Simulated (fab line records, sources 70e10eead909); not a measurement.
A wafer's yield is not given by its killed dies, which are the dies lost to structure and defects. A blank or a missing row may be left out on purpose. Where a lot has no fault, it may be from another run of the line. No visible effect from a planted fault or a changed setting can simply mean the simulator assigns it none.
Matching of chambers | flow nand harc | NHARC_A_STAIRCASE_TRIM_20 on rie diel-09 has 3 sister chambers
The step chemistry O2, time 211.2 s. 14 wafers are shown with their chamber, then 7 later ones without.

## WAFERS WITH THEIR CHAMBER
wafer  | chamber | drypump motor current A (A) | showerhead plenum p Torr (Torr) | oes product au (a.u.)
L074.1 | 0       | 6.0                         | 3.77                            | 0.974
L074.3 | 3       | 5.4                         | 3.45                            | 1.012
L074.6 | 2       | 6.2                         | 3.65                            | 1.008
L082.2 | 0       | 6.0                         | 3.76                            | 0.984
L082.4 | 2       | 6.2                         | 3.64                            | 0.987
L082.6 | 2       | 6.2                         | 3.64                            | 0.973
L089.3 | 0       | 6.0                         | 3.75                            | 0.990
L089.5 | 0       | 6.1                         | 3.75                            | 1.000
L089.6 | 3       | 5.4                         | 3.42                            | 0.990
L090.2 | 3       | 5.4                         | 3.42                            | 1.014
L090.3 | 2       | 6.3                         | 3.62                            | 0.973
L090.4 | 0       | 6.0                         | 3.74                            | 0.981
L091.3 | 2       | 6.2                         | 3.62                            | 0.980
L091.5 | 0       | 6.1                         | 3.74                            | 0.983

SIGNATURES (means of the wafers above)
reading                  | chamber 0 | chamber 2 | chamber 3 | scatter within a chamber
drypump motor current A  | 6.033     | 6.220     | 5.400     | 0.044
showerhead plenum p Torr | 3.7517    | 3.6340    | 3.4300    | 0.0135
oes product au           | 0.98533   | 0.98420   | 1.00533   | 0.012
Rule: for a wafer and a chamber, the distance is found by dividing, reading by reading, the gap between the wafer's reading and the chamber's mean by the reading's scatter, squaring, summing and taking the root. The wafer belongs to the nearest chamber; if the next one is less than 2 further off, it can't be placed. The scatter: take each reading less its chamber's mean, square it, sum over the shown wafers, divide by the number of wafers less the number of chambers, and take the root.

## WAFERS WHOSE CHAMBER IS MISSING
wafer  | drypump motor current A (A) | showerhead plenum p Torr (Torr) | oes product au (a.u.)
L091.6 | 5.4                         | 3.42                            | 1.026
L092.3 | 6.1                         | 3.74                            | 0.992
L092.5 | 5.4                         | 3.42                            | 1.019
L092.6 | 6.2                         | 3.62                            | 0.988
L096.1 | 6.1                         | 3.73                            | 0.980
L096.2 | 5.4                         | 3.41                            | 1.016
L096.3 | 6.2                         | 3.61                            | 0.980

## EACH ONE'S CHAMBER
wafer  | from the rows above | in truth
L091.6 | 3                   | 3
L092.3 | 0                   | 0
L092.5 | 3                   | 3
L092.6 | 2                   | 2
L096.1 | 0                   | 0
L096.2 | 3                   | 3
L096.3 | 2                   | 2
Placed correctly: 7 of 7. From these rows, 0 cannot be placed. Placed wrongly: 0.
